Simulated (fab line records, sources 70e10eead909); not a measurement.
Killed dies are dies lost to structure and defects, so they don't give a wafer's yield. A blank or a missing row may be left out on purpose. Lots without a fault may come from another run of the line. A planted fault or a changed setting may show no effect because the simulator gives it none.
A struck lot beside a sound one | flow nand_harc | 40 steps out of a route of 1302
Sound: wafers L611.2, L611.3, L611.5. Struck: wafer L618.3. (L618.4, L618.6 of the same lot were not struck and are left out.) The cause comes at the end.
At each step with rows: each side's tool, then ch and its chambers, then its first start. Under that, the readings that differ: sound wafers | struck wafers | difference of the means | sigmas: that difference in standard deviations of wafers without a fault.
alike: readings whose means differ by less than 2 such deviations, and words and numbers that are the same on both sides. not compared: withheld readings, readings that some wafer has no value for, bounds like >300 that may hide the same value, and numbers for which the record gives no deviation and whose values overlap.
The two part at a step that has a row with sigmas, a row that says differs or no value, or rows on one side only. Numbers that don't overlap but have no deviation are shown without sigmas and don't part them. A reading that every wafer of one side lacks parts them only if that side has two wafers or more.

first, 6 steps without rows for these wafers: NHARC_P_GATE_COAT_53; NHARC_P_GATE_SOFTBAKE_54 (time 95 s); NHARC_P_GATE_EBR_55; NHARC_P_GATE_EXPOSE_56 (exposes mask P PSD, target cd 720 nm); NHARC_P_GATE_PEB_57 (peb time 85 s); NHARC_P_GATE_DEVELOP_58 (time 70 s).
NHARC_P_GATE_CD_MEAS_59: target cd 720 nm.
  sound on cd_sem-03 ch 0, day 9 06:22; struck on cd_sem-01 ch 0, day 12 07:56
  alike: cd_nm
then, 1 step without rows for these wafers: NHARC_P_GATE_HARDBAKE_60 (time 80 s).
NHARC_P_GATE_DESCUM_61: chemistry O2, time 3 s.
  sound on rie_diel-04 ch 0,1,3, day 9 06:31; struck on rie_diel-08 ch 3, day 12 08:05
  alike: drypump_motor_current_A, oes_product_au, rf_vpp_V, showerhead_plenum_p_Torr, throttle_valve_pct
  not compared: rf_hours_counter_h
then, 1 step without rows for these wafers: NHARC_P_GATE_IMPLANT_62.
NHARC_P_GATE_STRIP_112: strips in N2/H2, time 200 s.
  sound on plasma_asher-02 ch 0,1, day 9 06:53; struck on plasma_asher-02 ch 1, day 12 08:33
  alike: drypump_motor_current_A, heater_power_w
  not compared: rf_hours_counter_h
then, 1 step without rows for these wafers: NHARC_P_GATE_STRIP_76 (strips in O2).
NHARC_P_GATE_STRIP_63: strips in SPM, time 900 s.
  sound on wet_bench-09 ch 0,1,5, day 9 07:17; struck on wet_bench-09 ch 3,4,7, day 12 08:53
then, 8 steps without rows for these wafers: NHARC_P_GATE_DEHYDRATE_83 (time 120 s); NHARC_P_GATE_HMDS_84 (time 30 s); NHARC_P_GATE_COAT_85; NHARC_P_GATE_SOFTBAKE_86 (time 95 s); NHARC_P_GATE_EBR_87; NHARC_P_GATE_EXPOSE_88 (exposes mask P HVN, target cd 2000 nm); NHARC_P_GATE_PEB_89 (peb time 85 s); NHARC_P_GATE_DEVELOP_90 (time 70 s).
NHARC_P_GATE_CD_MEAS_91: target cd 2000 nm.
  sound on cd_sem-02 ch 0, day 9 08:04; struck on cd_sem-03 ch 0, day 12 09:35
  alike: cd_nm
then, 6 steps without rows for these wafers: NHARC_P_GATE_HARDBAKE_92 (time 80 s); NHARC_P_GATE_DESCUM_93 (chemistry O2, time 3 s); NHARC_P_GATE_IMPLANT_94; NHARC_P_GATE_STRIP_113 (strips in N2/H2, time 740 s); NHARC_P_GATE_STRIP_95 (strips in O2); NHARC_P_GATE_STRIP_96 (strips in SPM, time 900 s).
NHARC_P_GATE_RTA_64: time 1 s.
  sound on rtp_anneal-01 ch 0, day 9 09:54; struck on rtp_anneal-01 ch 0, day 12 11:26
  alike: lamp_power_pct, wafer_temp_C_max
then, 1 step without rows for these wafers: NHARC_P_GATE_ETCH_77 (etches SiO2 in dHF, target depth 6 nm).
NHARC_P_GATE_DEGAS_109: time 60 s.
  sound on pvd_sputter-03, day 9 10:10; struck on pvd_sputter-02, day 12 11:43
  alike: heater_power_w
then, 5 steps without rows for these wafers: NHARC_P_GATE_PRE_CLEAN_110 (time 30 s); NHARC_P_GATE_SPUTTER_78 (material Ni, target thk 10 nm); NHARC_P_GATE_SPUTTER_79 (material TiN, target thk 10 nm); NHARC_P_GATE_RTA_80 (time 30 s); NHARC_P_GATE_STRIP_67 (strips in SPM, time 600 s).
NHARC_P_GATE_RTA_82: time 30 s.
  sound on rtp_anneal-01 ch 0, day 9 10:58; struck on rtp_anneal-01 ch 0, day 12 12:33
  alike: lamp_power_pct, wafer_temp_C_max
NHARC_P_GATE_INSPECT_68:
  sound on defect_inspect-02, day 9 11:08; struck on defect_inspect-02, day 12 12:41
  reading          | sound       | struck | difference | sigmas
  raw_defect_count | 146 205 203 | 736    | +551       | +8
then, 1 step without rows for these wafers: NHARC_P_CONTACT_DEP_30 (deposits SiNx, target thk 30 nm).
-- the record jumps here: 19 days lie between the struck wafers' starts before and after (it left off in module P_CONTACT and takes up again in module END, whose first step shown is number 1302 of the route) --
NHARC_END_SORT_01:
  the record has rows for the struck wafers here (prober-02 ch 0, day 31 09:38) and none for the sound ones

WHERE THEY PART
First at NHARC_P_GATE_INSPECT_68; last, within this record, at NHARC_END_SORT_01.

WHY: what the simulator had put in
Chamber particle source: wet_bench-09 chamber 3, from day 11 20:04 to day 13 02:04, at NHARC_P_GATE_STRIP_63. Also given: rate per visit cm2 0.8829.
